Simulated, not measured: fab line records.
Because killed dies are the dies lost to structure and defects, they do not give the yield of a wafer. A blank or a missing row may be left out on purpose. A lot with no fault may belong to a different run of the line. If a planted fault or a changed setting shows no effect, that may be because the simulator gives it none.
Which tool is to blame? / flow nand-harc / 14 lots with 42 wafers sampled at 5 steps, on a route of 1302 steps

## WHAT EACH GAUGE READ, for each wafer
NHARC_P_STI_CD_MEAS_09 targets a cd of 200 nm. Usual: cd-nm reads 199.2 nm (standard deviation 2).
lot=L910; measured=day 3 02:14; on=cd-sem-01; cd-nm (nm)=196.7 200.1 202.0; flag=
lot=L911; measured=day 3 12:47; on=cd-sem-03; cd-nm (nm)=197.1 198.1 199.5; flag=
lot=L914; measured=day 4 11:22; on=cd-sem-01; cd-nm (nm)=199.2 199.0 195.7; flag=
lot=L916; measured=day 5 07:34; on=cd-sem-03; cd-nm (nm)=198.2 199.5 197.7; flag=
lot=L917; measured=day 5 17:24; on=cd-sem-01; cd-nm (nm)=202.3 199.8 202.7; flag=
lot=L920; measured=day 7 02:26; on=cd-sem-02; cd-nm (nm)=201.8 199.0 200.0; flag=
lot=L921; measured=day 7 11:30; on=cd-sem-01; cd-nm (nm)=201.4 201.5 201.3; flag=
lot=L922; measured=day 7 23:08; on=cd-sem-02; cd-nm (nm)=195.6 196.9 197.1; flag=
lot=L923; measured=day 8 06:53; on=cd-sem-01; cd-nm (nm)=197.2 198.9 196.8; flag=
lot=L924; measured=day 8 14:49; on=cd-sem-03; cd-nm (nm)=198.8 197.9 202.5; flag=
lot=L925; measured=day 9 01:33; on=cd-sem-03; cd-nm (nm)=202.7 200.4 199.5; flag=
lot=L926; measured=day 9 09:54; on=cd-sem-01; cd-nm (nm)=199.6 197.8 197.8; flag=
lot=L931; measured=day 11 14:10; on=cd-sem-02; cd-nm (nm)=197.7 202.1 198.7; flag=
lot=L933; measured=day 12 09:07; on=cd-sem-02; cd-nm (nm)=199.0 202.4 201.2; flag=

NHARC_P_STI_OCD_MEAS_17. Usual: trench-depth-nm 301 nm, standard deviation 4.5; trench-foot-cd-nm 157.1 nm, standard deviation 2.
lot=L910; measured=day 3 03:04; on=ocd-01; trench-depth-nm (nm)=297 299 302; trench-foot-cd-nm (nm)=155.7 158.5 160.0; flag=
lot=L911; measured=day 3 13:34; on=ocd-01; trench-depth-nm (nm)=295 294 299; trench-foot-cd-nm (nm)=155.0 156.2 157.3; flag=
lot=L914; measured=day 4 12:11; on=ocd-01; trench-depth-nm (nm)=297 295 295; trench-foot-cd-nm (nm)=157.7 157.6 154.2; flag=
lot=L916; measured=day 5 08:20; on=ocd-02; trench-depth-nm (nm)=303 307 297; trench-foot-cd-nm (nm)=156.2 156.9 155.8; flag=
lot=L917; measured=day 5 18:11; on=ocd-01; trench-depth-nm (nm)=302 300 304; trench-foot-cd-nm (nm)=160.2 158.4 159.8; flag=
lot=L920; measured=day 7 03:13; on=ocd-01; trench-depth-nm (nm)=301 309 302; trench-foot-cd-nm (nm)=159.9 155.8 158.0; flag=
lot=L921; measured=day 7 12:17; on=ocd-01; trench-depth-nm (nm)=296 307 297; trench-foot-cd-nm (nm)=160.0 158.6 160.1; flag=
lot=L922; measured=day 7 23:55; on=ocd-01; trench-depth-nm (nm)=302 296 298; trench-foot-cd-nm (nm)=153.7 155.3 155.2; flag=
lot=L923; measured=day 8 07:41; on=ocd-02; trench-depth-nm (nm)=301 304 305; trench-foot-cd-nm (nm)=155.4 157.0 153.8; flag=
lot=L924; measured=day 8 15:36; on=ocd-02; trench-depth-nm (nm)=307 305 302; trench-foot-cd-nm (nm)=156.4 155.0 159.8; flag=
lot=L925; measured=day 9 02:20; on=ocd-01; trench-depth-nm (nm)=296 291 296; trench-foot-cd-nm (nm)=160.5 159.5 157.6; flag=
lot=L926; measured=day 9 10:41; on=ocd-02; trench-depth-nm (nm)=305 303 296; trench-foot-cd-nm (nm)=157.3 155.0 156.7; flag=
lot=L931; measured=day 11 14:57; on=ocd-02; trench-depth-nm (nm)=303 301 298; trench-foot-cd-nm (nm)=155.8 159.8 156.8; flag=
lot=L933; measured=day 12 09:53; on=ocd-02; trench-depth-nm (nm)=306 304 300; trench-foot-cd-nm (nm)=156.2 160.5 158.9; flag=

NHARC_P_STI_OCD_MEAS_43. Usual: trench-depth-nm 301 nm, standard deviation 4.5; trench-foot-cd-nm 157.1 nm, standard deviation 2.
lot=L910; measured=day 3 03:35; on=ocd-02; trench-depth-nm (nm)=297 299 301; trench-foot-cd-nm (nm)=155.9 158.7 160.0; flag=
lot=L911; measured=day 3 14:05; on=ocd-01; trench-depth-nm (nm)=296 294 300; trench-foot-cd-nm (nm)=155.1 156.6 157.5; flag=
lot=L914; measured=day 4 12:41; on=ocd-02; trench-depth-nm (nm)=297 295 295; trench-foot-cd-nm (nm)=157.6 157.8 154.8; flag=
lot=L916; measured=day 5 08:51; on=ocd-01; trench-depth-nm (nm)=303 307 297; trench-foot-cd-nm (nm)=155.8 156.9 155.9; flag=
lot=L917; measured=day 5 18:41; on=ocd-02; trench-depth-nm (nm)=302 300 304; trench-foot-cd-nm (nm)=160.2 158.0 160.5; flag=
lot=L920; measured=day 7 03:44; on=ocd-02; trench-depth-nm (nm)=302 309 301; trench-foot-cd-nm (nm)=159.5 155.2 157.8; flag=
lot=L921; measured=day 7 12:48; on=ocd-02; trench-depth-nm (nm)=296 307 298; trench-foot-cd-nm (nm)=160.0 158.5 160.4; flag=
lot=L922; measured=day 8 00:25; on=ocd-02; trench-depth-nm (nm)=302 296 298; trench-foot-cd-nm (nm)=153.2 155.6 155.3; flag=
lot=L923; measured=day 8 08:11; on=ocd-01; trench-depth-nm (nm)=301 304 305; trench-foot-cd-nm (nm)=155.3 156.4 154.0; flag=
lot=L924; measured=day 8 16:06; on=ocd-02; trench-depth-nm (nm)=307 306 302; trench-foot-cd-nm (nm)=155.8 155.1 160.3; flag=
lot=L925; measured=day 9 02:50; on=ocd-02; trench-depth-nm (nm)=296 291 296; trench-foot-cd-nm (nm)=160.5 159.7 157.5; flag=
lot=L926; measured=day 9 11:11; on=ocd-01; trench-depth-nm (nm)=305 303 296; trench-foot-cd-nm (nm)=156.4 155.2 156.3; flag=
lot=L931; measured=day 11 15:27; on=ocd-01; trench-depth-nm (nm)=303 300 297; trench-foot-cd-nm (nm)=156.3 159.9 156.1; flag=
lot=L933; measured=day 12 10:24; on=ocd-01; trench-depth-nm (nm)=306 303 300; trench-foot-cd-nm (nm)=156.4 159.5 159.2; flag=

NHARC_END_SORT_01. Usual: killed-at-array 50, standard deviation 20; killed-at-other 1.2, standard deviation 1.5; killed-at-periphery 3.6, standard deviation 2.6; killed-dies 55, standard deviation 20; killed-open 3.4, standard deviation 2; killed-short 2.7, standard deviation 1.6.
lot=L922; measured=day 29 01:52; on=prober-01; killed-at-array=40 30 19; killed-at-other=0 1 0; killed-at-periphery=4 4 4; killed-dies=44 35 23; killed-open=3 4 2; killed-short=8 2 5; flag=

## WHAT TOOL EACH LOT RAN ON (gives the tool, then ch and the chambers of the sampled wafers, and finally the start)
lot=L910; NHARC_P_GATE_EXPOSE_08=krf-scanner-02 ch 0, day 4 13:51
lot=L911; NHARC_P_GATE_EXPOSE_08=krf-scanner-02 ch 0, day 5 03:04
lot=L914; NHARC_P_GATE_EXPOSE_08=krf-scanner-03 ch 0, day 5 21:47
lot=L916; NHARC_P_GATE_EXPOSE_08=krf-scanner-03 ch 0, day 6 21:19
lot=L917; NHARC_P_GATE_EXPOSE_08=krf-scanner-02 ch 0, day 7 14:05
lot=L920; NHARC_P_GATE_EXPOSE_08=krf-scanner-03 ch 0, day 8 12:23
lot=L921; NHARC_P_GATE_EXPOSE_08=krf-scanner-02 ch 0, day 8 22:42
lot=L922; NHARC_P_GATE_EXPOSE_08=krf-scanner-02 ch 0, day 9 14:57
lot=L923; NHARC_P_GATE_EXPOSE_08=krf-scanner-03 ch 0, day 9 15:07
lot=L924; NHARC_P_GATE_EXPOSE_08=krf-scanner-02 ch 0, day 10 10:10
lot=L925; NHARC_P_GATE_EXPOSE_08=krf-scanner-02 ch 0, day 10 10:07
lot=L926; NHARC_P_GATE_EXPOSE_08=krf-scanner-02 ch 0, day 10 23:02
lot=L931; NHARC_P_GATE_EXPOSE_08=krf-scanner-02 ch 0, day 13 03:25
lot=L933; NHARC_P_GATE_EXPOSE_08=krf-scanner-01 ch 0, day 13 22:12
- NHARC_P_GATE_EXPOSE_08: exposes mask P HV.

## AS READ BY THE TOOLS THEMSELVES (means over the sampled wafers that have a number; for cases with no such wafer, the mark the record gives instead)
NHARC_P_GATE_EXPOSE_08. Usual: exposure-dose-mJ-cm2 reads 16.749 (standard deviation 0.017).
lot=L910 tool=krf-scanner-02 exposure-dose-mJ-cm2=16.721 flag=
lot=L911 tool=krf-scanner-02 exposure-dose-mJ-cm2=16.764 flag=
lot=L914 tool=krf-scanner-03 exposure-dose-mJ-cm2=16.742 flag=
lot=L916 tool=krf-scanner-03 exposure-dose-mJ-cm2=16.740 flag=
lot=L917 tool=krf-scanner-02 exposure-dose-mJ-cm2=16.768 flag=
lot=L920 tool=krf-scanner-03 exposure-dose-mJ-cm2=16.740 flag=
lot=L921 tool=krf-scanner-02 exposure-dose-mJ-cm2=16.738 flag=
lot=L922 tool=krf-scanner-02 exposure-dose-mJ-cm2=16.773 flag=
lot=L923 tool=krf-scanner-03 exposure-dose-mJ-cm2=16.743 flag=
lot=L924 tool=krf-scanner-02 exposure-dose-mJ-cm2=21.823 flag=OFF
lot=L925 tool=krf-scanner-02 exposure-dose-mJ-cm2=21.841 flag=OFF
lot=L926 tool=krf-scanner-02 exposure-dose-mJ-cm2=21.818 flag=OFF
lot=L931 tool=krf-scanner-02 exposure-dose-mJ-cm2=21.836 flag=OFF
lot=L933 tool=krf-scanner-01 exposure-dose-mJ-cm2=16.729 flag=

## THE ANSWER, worked out from the rows above alone
Rule: take the mean of a lot's wafers that have a number; if it is more than 3 standard deviations from the usual mean, the lot is off. A lot without any number at a reading at which 4 lots or more have one is off too. All remaining lots with rows at the step are treated as sound. Order of review: gauges by route order, followed by the tools' own readings, for which a lot's mean as printed above is used. At the first step where some lot is off, the reading lying furthest off is the one used; lots without a number count as furthest.
Off: L924, L925, L926, L931 (NHARC_P_GATE_EXPOSE_08, exposure-dose-mJ-cm2).
A tool fits if, at that step or a process step before it, it ran every lot that is off, and no sound lot after the first of them. One fits: krf-scanner-02 at NHARC_P_GATE_EXPOSE_08. A fault onset in the window from L922 (day 9 14:57, its last sound lot) to L925 (day 10 10:07, its first lot off) fits.
The tool's own readings at NHARC_P_GATE_EXPOSE_08 bear it out: on the lots that are off they differ by more than 5 times the standard deviation of the sound lots' means. exposure-dose-mJ-cm2 reads 21.829 there against 16.746 on the sound lots.

## WHAT THE SIMULATOR HAD PUT IN
Process parameter drift: krf-scanner-02, from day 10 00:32 on, at NHARC_P_GATE_EXPOSE_08. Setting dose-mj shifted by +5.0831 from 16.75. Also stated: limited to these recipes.
Lots struck among those shown: L924, L925, L926, L931. The rule above reached the same finding.
